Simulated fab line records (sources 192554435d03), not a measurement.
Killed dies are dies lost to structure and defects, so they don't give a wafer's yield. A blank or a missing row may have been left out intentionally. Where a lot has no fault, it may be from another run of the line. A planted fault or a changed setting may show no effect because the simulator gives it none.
Matching of chambers | flow n5 finfet | rie diel-04 running N5_BEOL_M14_DESCUM_33: 4 sister chambers
The step chemistry O2, time 7.9 s. 8 wafers are shown with their chamber, then 7 later ones without.

== EACH WAFER AND ITS CHAMBER ==
wafer  | chamber | throttle valve pct (%) | showerhead plenum p Torr (Torr)
L086.1 | 0       | 20.46                  | 1.98
L085.2 | 2       | 20.17                  | 2.03
L085.5 | 3       | 20.81                  | 2.04
L090.1 | 0       | 20.47                  | 1.98
L090.2 | 1       | 20.43                  | 2.04
L090.3 | 3       | 20.83                  | 2.04
L093.1 | 1       | 20.45                  | 2.03
L093.3 | 2       | 20.22                  | 2.03

== WAFERS WITH NO CHAMBER GIVEN ==
wafer  | throttle valve pct (%) | showerhead plenum p Torr (Torr)
L093.5 | 20.84                  | 2.04
L095.2 | 20.83                  | 2.04
L095.3 | 20.19                  | 2.03
L095.5 | 20.50                  | 1.98
L094.1 | 20.19                  | 2.03
L094.2 | 20.44                  | 2.03
L094.5 | 20.44                  | 2.03

== WHICH CHAMBER EACH WENT THROUGH ==
wafer  | from the rows above | in truth
L093.5 | 3                   | 3
L095.2 | 3                   | 3
L095.3 | 2                   | 2
L095.5 | 0                   | 0
L094.1 | 2                   | 2
L094.2 | 1                   | 1
L094.5 | 1                   | 1
Correct placement for 7 of the 7. From these rows, 0 cannot be placed. Number placed wrongly: 0.
How it was worked out, from the rows above alone: a wafer's distance from a chamber is the root of the sum, over the readings, of the square of ((its reading less the chamber's mean) divided by the reading's scatter). If the next closest chamber is less than 2 further off than the closest, the wafer can't be placed; otherwise it belongs to the closest. The mean given for a chamber averages the wafers shown for that chamber. The scatter: take each reading less its chamber's mean, square it, sum over the shown wafers, divide by the number of wafers less the number of chambers, and take the root.
